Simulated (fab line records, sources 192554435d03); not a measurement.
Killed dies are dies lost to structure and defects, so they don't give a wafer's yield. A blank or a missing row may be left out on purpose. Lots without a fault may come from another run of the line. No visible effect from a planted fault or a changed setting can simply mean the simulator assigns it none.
8D (eight disciplines) problem report, filled in by code ; flow n5 finfet ; the parts of the form that need people (team, actions taken, sign-off) are left out

## 1. WHAT WENT WRONG
At N5_STI_FIN_REVEAL_INSPECT_13, raw defect count averages 474 over 6 wafers from 2 lots, while fault-free wafers read 11, standard deviation 4.8. Measured from the usual mean, that is +97 standard deviations.
The step: inspects for defects (darkfield).
Earliest sighting: wafer L745.1 on defect inspect-02 at day 5 07:10. The record holds 28 wafers of 10 lots with a number at this step. The rule behind "out" and "out of limits": a value lying over 4 standard deviations away from the usual mean. Any other wafer with a number is counted as sound.

## 2. WHAT IT IS; WHAT IT IS NOT
question;is;is not
which readings at this step;raw defect count;-
which lots;L745, L746;L738, L739, L747, L750, L752, L753, L757, L758
which wafers of those lots;all that have a number;-
read on which gauges;defect inspect-02;defect inspect-01
when;from day 5 07:10;"up to then (5 sound wafers); but 17 sound wafers of L747, L750, L752, L753, L757, L758 came after"

## 3. SUSPECTS, AND WHAT RULES EACH OUT
Counting: a tool at a process step up to the reading stays a suspect if it ran every lot that is out and no sound lot after the first of them.
- the gauge at N5_STI_FIN_REVEAL_INSPECT_13 is ruled out. All the wafers that are out were read on defect inspect-02, but those of them that N5_PASSIVATION_PROBE_49 has rows for are out there too, on other tools.
- rie si-05 at N5_FIN_CUT_CUT_ETCH_15 (etches Si in HBr/Cl2/O2, target depth 100 nm, bt time 10 s, time 42.4 s): kept. It ran every lot that is out, first L745 (day 4 18:56), and no sound lot after that.
- rie si-03 at N5_STI_FIN_REVEAL_ETCH_34 (etches Si in H2, material Si, target depth 0.97 nm): kept. It ran every lot that is out, first L745 (day 5 06:28), and no sound lot after that; its last sound lot up to then is L738 (day 3 05:20).
After counting, rie si-05 at N5_FIN_CUT_CUT_ETCH_15 and rie si-03 at N5_STI_FIN_REVEAL_ETCH_34 remain.

## 4. THE CAUSE (what the simulator had put in)
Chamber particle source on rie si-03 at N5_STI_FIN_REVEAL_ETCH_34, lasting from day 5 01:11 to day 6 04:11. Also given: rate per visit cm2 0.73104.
After counting, 2 suspects remain, this tool included.

## 5. THE CHAIN OF EFFECTS, in route order
Rows list readings where the struck wafers' mean (over those with a number) sits beyond 3 standard deviations from the usual. Only readings whose record carries a usual standard deviation are examined. hours: median over the lots of the time between each lot's start at the first step of this table that gives one and its start at this step. sigmas: the change, counted in usual standard deviations.
hours;step;reading;usual;on struck wafers;change;sigmas
0;N5_STI_FIN_REVEAL_INSPECT_13;raw defect count;11;474;+463;+97
322;N5_PASSIVATION_PROBE_49;defect limited yield;91.1 %;83.5;-7.6;-5.4
322;N5_PASSIVATION_PROBE_49;killed at front end;40;138;+98;+9.0
322;N5_PASSIVATION_PROBE_49;killed dies;105;194;+89;+5.3
322;N5_PASSIVATION_PROBE_49;sort_bin_5_function;5.2 %;10.4;+5.2;+5.3
322;N5_PASSIVATION_PROBE_49;sort n pass;1075;986;-89;-5.3
322;N5_PASSIVATION_PROBE_49;sort yield pct;91.1 %;83.5;-7.6;-5.4
It contains these process steps:
- N5_PASSIVATION_PROBE_49
At these later measuring or inspecting steps, every struck wafer for which the step has a row has a number for every such reading, and none has moved that far: N5_DUMMY_GATE_THK_MEAS_05, N5_BEOL_M4_RC_MEAS_101.

## 6. HOW IT WOULD HAVE BEEN CAUGHT EARLIER
Counted from the fault's start at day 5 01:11, it took 6 hours until the first out-of-limits reading at a measuring or inspecting step in this record, taken at day 5 07:10.
An alarm limit of 4 standard deviations would not have fired on the tool readings at N5_STI_FIN_REVEAL_ETCH_34 for which the record gives a usual standard deviation, since none of them was out on any struck wafer.
Of the lots that are out (2), L746 began N5_STI_FIN_REVEAL_ETCH_34 on rie si-03 after day 5 07:10. Putting the tool on hold at that point would have spared it.
